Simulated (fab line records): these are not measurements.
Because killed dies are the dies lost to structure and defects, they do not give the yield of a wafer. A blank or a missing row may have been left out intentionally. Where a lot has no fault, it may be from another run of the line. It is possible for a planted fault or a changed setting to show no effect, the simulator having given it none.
fab line records -- flow n5_finfet
[record] lots = 6, wafers = 18, last_day = 17
route steps=1938 shown MOL_CONTACT_COAG@535
lots untouched by any fault: they come from a run of this same line in which no faults occurred
start_h: the number of hours between the record's first day and the start of the first shown wafer of the lot -- wait_h: hours since the lot's step before -- " unchanged from the row above -- L1.1+2: a single row standing in for several wafers -- - either no value or no given start -- * or withheld: withheld -- < > ~ a bound
route shown NAME@n: NAME is a module with steps in the file, n the number in the route of the first one -- usual: mean and standard deviation over wafers with no fault -- same: alike in all rows -- chamber/n: place in a boat -- sites: readings site by site -- _std_site: how widely they spread, as a standard deviation -- _edge_site: outer sites' mean less inner sites' -- radius_mm: for every site, how far away it sits from the centre of the wafer -- mask NAME#n: copy n -- behind: the last tool/chamber to shape the wafer -- hold: what put the lot on hold/how long, in hours/how the hold closed -- device: names the non-switching transistor (n, p or np) -- end of line: the same wafers' tests at the end of the route -- a step without rows: its recipe alone -- killed: dies lost to structure and defects at the first sort, not the wafer's yield -- map: per-die view of a wafer (x killed, . not killed, _ where there is no die)
set.NAME: the setting as run; set.NAME@STEP: as run at that earlier step -- model.NAME: the simulator's own value behind a step, which no gauge read
certain route steps with their lots: each step a table, each wafer a row
services: when a tool's chamber went out of use (start_h, in hours from the record's first day, below 0 if earlier), for how many hours, and the reason
[[steps]]
[step N5_MOL_CONTACT_COAG_CONTACT_ETCH_14]
[recipe] chemistry = C4F6/O2, target = SiO2, target_depth_a = 275, overetch_a = 85, mask_material = SOC, pressure_mtorr = 30, source_w = 370, bias_w = 185, Ar_flow_sccm = 300, C4F6_flow_sccm = 16, O2_flow_sccm = 10, time_s = 20, ion_energy_ev = 259.6
[step N5_MOL_CONTACT_COAG_STRIP_109]
[recipe] chemistry = C4F6/O2, resist = SiARC, rf_frequency_hz = 6e+07
[step N5_MOL_CONTACT_COAG_ETCH_15]
[recipe] chemistry = CH3F/O2, target = SiNx, target_depth_a = 70, mask_material = SOC, stop_on = Si:P, over_etch_frac = 0.75, ion_energy_ev = 120, pressure_mtorr = 30, source_w = 395, bias_w = 73, Ar_flow_sccm = 150, CH3F_flow_sccm = 30, O2_flow_sccm = 20
[usual] bias_w = 72.96/0.2, drypump_motor_current_A = 5.9/0.38, oes_o_777_au = 0.79/0.085, oes_product_au = 0.58/0.061, rf_vpp_V = 297/4.9, showerhead_plenum_p_Torr = 2.01/0.056, throttle_valve_pct = 16.39/0.28
lot.wafer,tool,chamber,start_h,wait_h,bias_w,drypump_motor_current_A,oes_o_777_au,oes_product_au,rf_hours_counter_h,rf_vpp_V,showerhead_plenum_p_Torr,throttle_valve_pct
L284.4,rie_diel-01,0,89.74,0.0,72.65,5.9,0.74,0.54,177,294,1.90,16.61
L284.5,rie_diel-01,3,89.74,0.0,72.90,5.6,0.84,0.62,-,303,2.03,16.61
L284.6,rie_diel-01,0,89.74,0.0,72.69,5.9,0.73,0.55,-,295,1.90,16.59
L289.3,rie_diel-01,3,118.56,0.0,73.12,5.6,0.84,0.60,97,303,2.03,16.61
L289.5,rie_diel-01,0,118.56,0.0,73.14,5.9,0.72,0.54,-,294,1.90,16.61
L289.6,rie_diel-01,3,118.56,0.0,73.03,5.6,0.84,0.60,-,303,2.03,16.63
L294.3,rie_diel-02,2,149.15,0.0,73.08,6.0,0.81,0.58,88,291,2.02,16.03
L294.5,rie_diel-02,2,149.15,0.0,73.05,6.0,0.81,0.58,-,291,2.02,16.02
L294.6,rie_diel-02,3,149.15,0.0,72.98,5.6,0.71,0.53,-,304,2.07,16.45
L297.1,rie_diel-01,2,169.34,0.0,72.72,6.5,0.98,0.74,0,305,2.05,16.00
L297.2,rie_diel-01,1,169.34,0.0,72.79,5.8,0.92,0.70,12,298,2.05,16.15
L297.3,rie_diel-01,3,169.34,0.0,73.29,5.6,0.81,0.59,124,303,2.02,16.68
L305.1,rie_diel-04,3,216.10,0.0,72.72,5.2,0.69,0.51,246,298,1.96,16.78
L305.4,rie_diel-04,1,216.10,0.0,72.98,6.6,0.83,0.60,75,292,1.94,16.26
L305.6,rie_diel-04,1,216.10,0.0,73.00,6.6,0.83,0.60,-,292,1.94,16.27
L307.1,rie_diel-04,3,227.78,0.0,73.14,5.2,0.68,0.51,251,297,1.96,16.78
L307.2,rie_diel-04,0,227.78,0.0,73.22,5.9,0.89,0.64,37,293,2.03,15.82
L307.5,rie_diel-04,3,227.78,0.0,73.21,5.2,0.68,0.51,-,299,1.96,16.79
[step N5_MOL_CONTACT_COAG_ETCH_110]
[recipe] chemistry = CF4/O2, target = Si, target_depth_a = 25, time_s = 8, pressure_mtorr = 100, source_w = 200, bias_w = 12, ion_energy_ev = 60, Ar_flow_sccm = 100, cf4_flow_sccm = 100, O2_flow_sccm = 10
[usual] bias_w = 12.00/0.034, drypump_motor_current_A = 5.9/0.38, oes_o_777_au = 0.79/0.087, oes_product_au = 0.79/0.09, rf_vpp_V = 127.7/2.4, showerhead_plenum_p_Torr = 2.23/0.057, throttle_valve_pct = 10.8/0.33
lot.wafer,tool,chamber,start_h,wait_h,bias_w,drypump_motor_current_A,oes_o_777_au,oes_product_au,rf_hours_counter_h,rf_vpp_V,showerhead_plenum_p_Torr,throttle_valve_pct
L284.4,rie_diel-01,0,89.80,0.0,11.95,5.9,0.73,0.73,177,126.1,2.13,11.1
L284.5,rie_diel-01,3,89.80,0.0,12.07,5.6,0.85,0.85,-,130.8,2.26,10.9
L284.6,rie_diel-01,0,89.80,0.0,11.98,5.9,0.73,0.73,-,125.0,2.13,11.1
L289.3,rie_diel-01,3,118.62,0.0,12.02,5.6,0.83,0.83,97,129.4,2.25,10.9
L289.5,rie_diel-01,0,118.62,0.0,11.99,5.9,0.73,0.71,-,127.1,2.13,11.1
L289.6,rie_diel-01,3,118.62,0.0,12.05,5.6,0.83,0.84,-,130.3,2.25,10.9
L294.3,rie_diel-02,2,149.21,0.0,11.98,6.0,0.79,0.79,88,124.5,2.26,10.5
L294.5,rie_diel-02,2,149.21,0.0,12.02,6.0,0.80,0.80,-,123.4,2.26,10.5
L294.6,rie_diel-02,3,149.21,0.0,12.06,5.6,0.70,0.71,-,131.0,2.30,10.9
L297.1,rie_diel-01,2,169.40,0.0,11.94,6.4,0.97,0.99,0,132.2,2.28,10.3
L297.2,rie_diel-01,1,169.40,0.0,11.99,5.8,0.93,0.95,12,128.4,2.27,10.4
L297.3,rie_diel-01,3,169.40,0.0,12.03,5.6,0.80,0.81,124,128.4,2.25,11.0
L305.1,rie_diel-04,3,216.16,0.0,12.01,5.2,0.67,0.69,246,130.0,2.19,11.3
L305.4,rie_diel-04,1,216.16,0.0,12.01,6.6,0.84,0.81,75,125.8,2.16,10.6
L305.6,rie_diel-04,1,216.16,0.0,12.01,6.6,0.84,0.81,-,126.3,2.16,10.6
L307.1,rie_diel-04,3,227.84,0.0,12.01,5.2,0.68,0.68,251,128.1,2.19,11.3
L307.2,rie_diel-04,0,227.84,0.0,11.97,5.9,0.90,0.89,37,124.9,2.25,10.2
L307.5,rie_diel-04,3,227.84,0.0,12.01,5.2,0.67,0.69,-,129.8,2.19,11.3
[step N5_MOL_CONTACT_COAG_STRIP_98]
[recipe] chemistry = N2/H2, power_w = 500, temp_c = 40, pressure_mtorr = 50, rf_frequency_hz = 6e+07, overash_fraction = 0.3, bias_power_w = 8, h2_frac = 0.5, n2_flow_sccm = 300, h2_flow_sccm = 300
[step N5_MOL_CONTACT_COAG_CD_MEAS_99]
[recipe] target_cd_nm = 17.2, polarity = opening
[usual] cd_nm = 17.1/0.36
lot.wafer,tool,chamber,start_h,wait_h,cd_nm
L284.4,cd_sem-01,-,89.92,-,16.9
L284.5,cd_sem-01,-,89.92,-,17.6
L284.6,cd_sem-01,-,89.92,-,17.4
L289.3,cd_sem-03,-,118.74,-,16.9
L289.5,cd_sem-03,-,118.74,-,16.7
L289.6,cd_sem-03,-,118.74,-,16.9
L294.3,cd_sem-03,-,149.33,-,17.5
L294.5,cd_sem-03,-,149.33,-,17.5
L294.6,cd_sem-03,-,149.33,-,17.4
L297.1,cd_sem-02,-,169.52,-,17.4
L297.2,cd_sem-02,-,169.52,-,16.5
L297.3,cd_sem-02,-,169.52,-,17.4
L305.1,cd_sem-03,-,216.28,-,17.1
L305.4,cd_sem-03,-,216.28,-,16.9
L305.6,cd_sem-03,-,216.28,-,17.2
L307.1,cd_sem-03,-,227.96,-,17.6
L307.2,cd_sem-03,-,227.96,-,17.6
L307.5,cd_sem-03,-,227.96,-,17.3
[step N5_MOL_CONTACT_COAG_IMPLANT_129]
[recipe] species = Ge, energy_kev = 3, dose_cm2 = 6e+14, tilt_deg = 0, rotation_deg = 0
[step N5_MOL_CONTACT_COAG_PRECLEAN_111]
[recipe] chemistry = NF3:NH3, afs_cycles = 1, temp_c = 30, time_s = 20, sublimation_temp_c = 180, sublimation_time_s = 60, pressure_torr = 3, rf_power_w = 30
[step N5_MOL_CONTACT_COAG_TI_SIL_19]
[recipe] material = Ti, target_thk_a = 42, temp_c = 200, chamber_pressure_pa = 5, power_w = 5000, time_s = 15
[usual] throttle_valve_pct = 29.8/1
lot.wafer,tool,chamber,start_h,wait_h,throttle_valve_pct
L284.4,pvd_sputter-01,-,90.38,0.1,30.6
L284.5,pvd_sputter-01,-,90.38,0.1,28.0
L284.6,pvd_sputter-01,-,90.38,0.1,30.6
L289.3,pvd_sputter-03,-,119.25,0.2,30.5
L289.5,pvd_sputter-03,-,119.25,0.2,29.4
L289.6,pvd_sputter-03,-,119.25,0.2,30.7
L294.3,pvd_sputter-01,-,151.34,0.7,30.5
L294.5,pvd_sputter-01,-,151.34,0.7,30.9
L294.6,pvd_sputter-01,-,151.34,0.7,30.7
L297.1,pvd_sputter-01,-,170.56,0.4,30.7
L297.2,pvd_sputter-01,-,170.56,0.4,31.2
L297.3,pvd_sputter-01,-,170.56,0.4,27.9
L305.1,pvd_sputter-02,-,217.67,0.4,28.6
L305.4,pvd_sputter-02,-,217.67,0.4,30.2
L305.6,pvd_sputter-02,-,217.67,0.4,31.1
L307.1,pvd_sputter-03,-,229.21,0.3,30.1
L307.2,pvd_sputter-03,-,229.21,0.3,29.0
L307.5,pvd_sputter-03,-,229.21,0.3,29.2
[step N5_MOL_CONTACT_COAG_ALD_20]
[recipe] material = TiN, target_thk_a = 15, temp_c = 400, ald_precursor_family = TiCl4, ald_co_reactant = NH3, pulse_time_s = 1, purge_time_s = 3, co_reactant_purge_time_s = 2, co_reactant_pulse_time_s = 2, ald_cycles = 68, pressure_torr = 3
[usual] heater_power_w = 841/72, precursor_pulse_height_rel = 1.004/0.019
lot.wafer,tool,chamber,start_h,wait_h,heater_power_w,precursor_pulse_height_rel
L284.4,ald_metal-03,2,90.50,0.1,836,0.997
L284.5,ald_metal-03,3,90.50,0.1,754,1.024
L284.6,ald_metal-03,0,90.50,0.1,795,1.007
L289.3,ald_metal-01,2,119.37,0.1,857,0.982
L289.5,ald_metal-01,2,119.37,0.1,822,1.000
L289.6,ald_metal-01,1,119.37,0.1,1031,1.004
L294.3,ald_metal-02,1,151.46,0.1,900,1.020
L294.5,ald_metal-02,0,151.46,0.1,799,1.043
L294.6,ald_metal-02,1,151.46,0.1,899,0.981
L297.1,ald_metal-01,1,170.68,0.1,1043,0.991
L297.2,ald_metal-01,0,170.68,0.1,874,1.051
L297.3,ald_metal-01,2,170.68,0.1,851,1.010
L305.1,ald_metal-02,1,217.79,0.1,881,0.982
L305.4,ald_metal-02,3,217.79,0.1,793,0.987
L305.6,ald_metal-02,1,217.79,0.1,886,0.992
L307.1,ald_metal-02,0,229.34,0.1,834,1.020
L307.2,ald_metal-02,3,229.34,0.1,787,1.009
L307.5,ald_metal-02,0,229.34,0.1,814,1.021
[step N5_MOL_CONTACT_COAG_SIL_ANNEAL_21]
[recipe] temp_c = 550, time_s = 60, ambient = N2
[step N5_MOL_CONTACT_COAG_PRE_CLEAN_141]
[recipe] gas = H2/He, time_s = 60, temp_c = 300
[step N5_MOL_CONTACT_COAG_SPUTTER_143]
[recipe] material = Co, target_thk_a = 25, temp_c = 25, chamber_pressure_pa = 0.2
[usual] throttle_valve_pct = 29.8/1.1
lot.wafer,tool,chamber,start_h,wait_h,throttle_valve_pct,model.Co_of_MOL_CONTACT_COAG_SPUTTER_143.thk_nm
L284.4,pvd_sputter-03,-,92.94,0.0,30.0,2.6
L284.5,pvd_sputter-03,-,92.94,0.0,29.8,2.4
L284.6,pvd_sputter-03,-,92.94,0.0,30.0,2.6
L289.3,pvd_sputter-01,-,120.51,0.0,30.9,2.4
L289.5,pvd_sputter-01,-,120.51,0.0,30.9,2.4
L289.6,pvd_sputter-01,-,120.51,0.0,30.6,2.4
L294.3,pvd_sputter-01,-,152.54,0.0,27.9,1.6
L294.5,pvd_sputter-01,-,152.54,0.0,28.0,2.2
L294.6,pvd_sputter-01,-,152.54,0.0,30.9,2.4
L297.1,pvd_sputter-01,-,171.56,0.0,30.8,1.8
L297.2,pvd_sputter-01,-,171.56,0.0,28.3,2.4
L297.3,pvd_sputter-01,-,171.56,0.0,30.9,1.6
L305.1,pvd_sputter-02,-,218.95,0.0,30.4,2.6
L305.4,pvd_sputter-02,-,218.95,0.0,31.5,2.6
L305.6,pvd_sputter-02,-,218.95,0.0,28.5,2.6
L307.1,pvd_sputter-02,-,230.14,0.0,28.9,2.4
L307.2,pvd_sputter-02,-,230.14,0.0,30.9,2.4
L307.5,pvd_sputter-02,-,230.14,0.0,28.2,2.4
[step N5_MOL_CONTACT_COAG_CO_FILL_22]
[recipe] material = Co, target_thk_a = 200, temp_c = 200, precursor = CCTBA/H2, pressure_torr = 30
[usual] heater_power_w = 237/15
lot.wafer,tool,chamber,start_h,wait_h,heater_power_w
L284.4,cvd_co-02,1,93.35,0.4,266
L284.5,cvd_co-02,0,93.35,0.4,245
L284.6,cvd_co-02,2,93.35,0.4,242
L289.3,cvd_co-02,0,120.93,0.4,254
L289.5,cvd_co-02,0,120.93,0.4,246
L289.6,cvd_co-02,2,120.93,0.4,241
L294.3,cvd_co-01,2,152.66,0.1,240
L294.5,cvd_co-01,1,152.66,0.1,213
L294.6,cvd_co-01,2,152.66,0.1,238
L297.1,cvd_co-02,0,171.70,0.1,252
L297.2,cvd_co-02,2,171.70,0.1,235
L297.3,cvd_co-02,1,171.70,0.1,245
L305.1,cvd_co-01,0,219.07,0.1,215
L305.4,cvd_co-01,0,219.07,0.1,221
L305.6,cvd_co-01,2,219.07,0.1,243
L307.1,cvd_co-01,2,230.26,0.1,238
L307.2,cvd_co-01,0,230.26,0.1,219
L307.5,cvd_co-01,1,230.26,0.1,214
[[services]]
tool,chamber,start_h,hours,kind
rie_diel-01,-,72.88,0.5,repair
cvd_co-01,2,83.31,3.1,repair
ald_metal-01,-,83.48,0.4,repair
rie_diel-04,0,86.02,-,clean
rie_diel-04,0,86.02,-,consumable_replace:focus_ring
rie_diel-04,0,86.02,22.5,scheduled_down
rie_diel-04,0,86.02,22.5,vent_cycle
cvd_co-01,-,93.68,3.2,repair
pvd_sputter-01,-,96.45,1.4,repair
pvd_sputter-03,-,96.64,1.2,repair
ald_metal-03,-,114.70,6.0,pm
rie_diel-01,1,118.84,-,clean
rie_diel-01,1,118.84,-,consumable_replace:focus_ring
rie_diel-01,1,118.84,22.1,scheduled_down
rie_diel-01,1,118.84,22.1,vent_cycle
pvd_sputter-01,-,129.27,6.9,repair
rie_diel-04,3,133.21,1.2,repair
ald_metal-02,-,142.73,2.8,pm
cvd_co-02,-,154.10,6.9,pm
rie_diel-01,2,154.11,-,clean
rie_diel-01,2,154.11,-,consumable_replace:focus_ring
pvd_sputter-01,-,161.78,0.8,repair
cvd_co-01,-,171.84,39.5,repair
ald_metal-03,-,217.57,1.8,repair
[[key]]
first_sign none at tools or gauges
[model_effect] step = N5_MOL_CONTACT_COAG_SPUTTER_143, value = Co_of_MOL_CONTACT_COAG_SPUTTER_143.thk_nm, without = 2.467, struck = 1.667
met_at N5_MOL_CONTACT_COAG_SPUTTER_143
struck_wafers L294.3,L297.1,L297.3
tester_left_out L294,L297
onset_between 120.51 152.54
[fault] kind = process_parameter_drift, tool = pvd_sputter-01, chamber = -, onset_h = 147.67, steps = N5_MOL_CONTACT_COAG_SPUTTER_143, channel = target_thk_a, offset = *, shape = step, end_h = 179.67, scope = struck_wafers_only, acts_in = *, stated = *
// tester_left_out: of these lots the tester's yield and bins aren't shown, on N5 and GAA mostly nor the transistor test; their killed dies are dies lost to structure and defects alone, not to doping, threshold or leakage, so they don't give the yield
